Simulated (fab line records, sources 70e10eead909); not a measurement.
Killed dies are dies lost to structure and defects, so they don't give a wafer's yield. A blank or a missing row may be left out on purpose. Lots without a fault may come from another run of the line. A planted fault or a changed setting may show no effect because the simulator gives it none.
Problem report in the 8D (eight disciplines) form, filled by code | flow nand_harc | the parts of the form that need people (team, actions taken, sign-off) are left out

1. THE PROBLEM
killed_at_array at NHARC_END_SORT_01 reads a mean of 672 on 2 wafers of 2 lots; wafers without a fault read 29 with a standard deviation of 11. That is +58 standard deviations from the usual mean.
First seen on wafer L835.1, day 26 18:39, on prober-01. The record holds 33 wafers of 12 lots with a number at this step. Rule for "out", or "out of limits": more than 4 standard deviations from the usual mean. The other wafers with a number count as sound.

2. WHAT IT IS AND WHAT IT IS NOT
question                    | is                           | is not
which readings at this step | killed_at_array, killed_dies | killed_at_other, killed_at_periphery, killed_open, killed_short
which lots                  | L835, L837                   | L821, L822, L823, L824, L825, L826, L827, L839, L840, L841
which wafers of those lots  | L835.1, L837.1               | L835.2
read on which gauges        | prober-01                    | prober-02
when                        | from day 26 18:39            | up to then (21 sound wafers); but 10 sound wafers of L835, L839, L840, L841 came after

3. SUSPECTS, AND WHAT RULES EACH OUT
Counting: a tool at a process step up to the reading stays a suspect if it ran every lot that is out. Sound lots after the first of them don't rule it out here, since some wafers of a struck lot are sound.
- the gauge at NHARC_END_SORT_01: ruled out. All the wafers that are out were read on prober-01, but those of them that NHARC_A_STAIRCASE_TRIM_26 has rows for are out there too, on other tools.
- rie_diel-11 at NHARC_A_STAIRCASE_DESCUM_11 (chemistry O2, time 3 s): kept. It ran every lot that is out, first L835 (day 14 19:14); its last sound lot up to then is L822 (day 13 18:55).
- rie_diel-11 at NHARC_A_STAIRCASE_ETCH_15 (etches the open film in C4F8/O2, target depth 100 nm, time 40.5 s): kept. It ran every lot that is out, first L835 (day 14 22:30); its last sound lot up to then is L822 (day 13 21:27). NHARC_A_STAIRCASE_ETCH_15 gives no start for some lots, so the hours and the order of its lots are those of NHARC_A_STAIRCASE_TRIM_26.
- rie_diel-04 at NHARC_A_STAIRCASE_TRIM_26 (chemistry O2, time 211.2 s): kept. It ran every lot that is out, first L835 (day 14 22:30); its last sound lot up to then is L826 (day 14 03:50). Its own readings are out on those wafers: run_length_s.
- Within rie_diel-11 at NHARC_A_STAIRCASE_DESCUM_11: the wafers that are out ran in chamber 2; their sound lot-mates ran in chamber 3.
- Within rie_diel-11 at NHARC_A_STAIRCASE_ETCH_15: the wafers that are out ran in chamber 0; their sound lot-mates ran in chamber 3.
- Within rie_diel-04 at NHARC_A_STAIRCASE_TRIM_26: the wafers that are out ran in chamber 0; their sound lot-mates ran in chamber 1.
Left after counting: rie_diel-11 at NHARC_A_STAIRCASE_DESCUM_11, rie_diel-11 at NHARC_A_STAIRCASE_ETCH_15, rie_diel-04 at NHARC_A_STAIRCASE_TRIM_26.

4. THE CAUSE (what the simulator had put in)
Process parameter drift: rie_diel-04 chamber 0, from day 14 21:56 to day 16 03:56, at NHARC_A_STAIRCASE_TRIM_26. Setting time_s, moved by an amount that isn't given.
Counting left 3 suspects, and this tool is among them.

5. THE CHAIN OF EFFECTS, in route order
Each row: a reading whose mean over the struck wafers that have a number lies more than 3 standard deviations from the usual. Only readings for which the record gives a usual standard deviation are gone through. hours: the time from each lot's start at the first step in this table that gives one to its start at this step, as a median over the lots. sigmas: the change in usual standard deviations.
hours | step                      | reading         | usual   | on struck wafers | change | sigmas
0     | NHARC_A_STAIRCASE_TRIM_26 | run_length_s    | 232.5 s | 149.6            | -82.9  | -99 or more
298   | NHARC_END_SORT_01         | killed_at_array | 29      | 672              | +642   | +58
298   | NHARC_END_SORT_01         | killed_dies     | 33      | 676              | +642   | +54
The process steps in it:
- NHARC_A_STAIRCASE_TRIM_26: chemistry O2, time 211.2 s.

6. WHAT WOULD HAVE CAUGHT IT SOONER
In this record the first reading out of limits at a measuring or inspecting step was taken at day 26 18:39, 285 hours after the fault began at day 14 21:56.
The tool's own readings at NHARC_A_STAIRCASE_TRIM_26 were out on every struck wafer that the step has a row for (run_length_s): an alarm limit on them would have fired on the first of those.
All the lots that are out (2) had begun NHARC_A_STAIRCASE_TRIM_26 on rie_diel-04 by day 26 18:39. A hold on the tool at that time would have spared none of them.
